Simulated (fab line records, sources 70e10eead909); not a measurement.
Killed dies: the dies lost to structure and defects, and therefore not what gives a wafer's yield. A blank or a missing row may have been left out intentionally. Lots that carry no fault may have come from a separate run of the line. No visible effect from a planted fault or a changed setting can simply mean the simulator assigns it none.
Matching of chambers    flow nand_harc    NHARC_A_CHANNEL_FILL_D2_ALD_14 on ald_hk-01 has 4 sister chambers
The step deposits SiO2, target thk 2.5 nm, pulse time 10 s, ald cycles 25. 16 wafers are shown with their chamber, then 8 later ones without.

== WAFERS PAIRED WITH THEIR CHAMBERS ==
wafer   chamber  heater_power_w (W)  precursor_pulse_height_rel
L074.1  2        452                 1.009
L074.3  3        521                 1.031
L074.4  1        437                 1.016
L077.3  1        435                 1.008
L077.4  3        528                 0.994
L077.6  0        433                 0.984
L077.1  2        464                 0.980
L077.2  0        437                 1.005
L077.5  3        516                 1.016
L080.1  2        454                 0.993
L080.3  3        518                 1.016
L080.6  2        461                 1.024
L085.2  0        435                 1.019
L085.3  2        468                 0.994
L085.4  1        443                 0.983
L088.1  2        464                 1.012

SIGNATURES, as means of the wafers listed above
reading                     chamber 0  chamber 1  chamber 2  chamber 3  scatter within a chamber
heater_power_w              435.00     438.33     460.50     520.75     5.17
precursor_pulse_height_rel  1.00267    1.00233    1.00200    1.01425    0.0163
Rule: distance of a wafer from a chamber = root of the sum over the readings of ((wafer's reading minus chamber's mean) / reading's scatter) squared. The wafer belongs to the nearest chamber; if the next one is less than 2 further off, it can't be placed. The scatter: the root of (the sum of the squares of (reading less its chamber's mean) over the shown wafers, divided by (wafers less chambers)).

== WAFERS WITHOUT THEIR CHAMBER ==
wafer   heater_power_w (W)  precursor_pulse_height_rel
L088.3  522                 1.011
L088.5  443                 0.998
L093.1  442                 1.033
L093.2  530                 1.014
L093.3  454                 1.040
L093.4  436                 1.019
L093.5  458                 0.993
L093.6  444                 0.985

== WHICH CHAMBER EACH WENT THROUGH ==
wafer   from the rows above           in truth
L088.3  3                             3
L088.5  can't be placed: 1 or 0       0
L093.1  can't be placed: 1 or 0       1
L093.2  3                             3
L093.3  can't be placed: 2 or 1 or 0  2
L093.4  can't be placed: 0 or 1       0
L093.5  2                             2
L093.6  can't be placed: 1 or 0 or 2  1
Placed correctly: 3 of 8. Unplaceable from these rows: 5, with the true chamber sitting among the candidates in 5. Wrongly placed: 0.
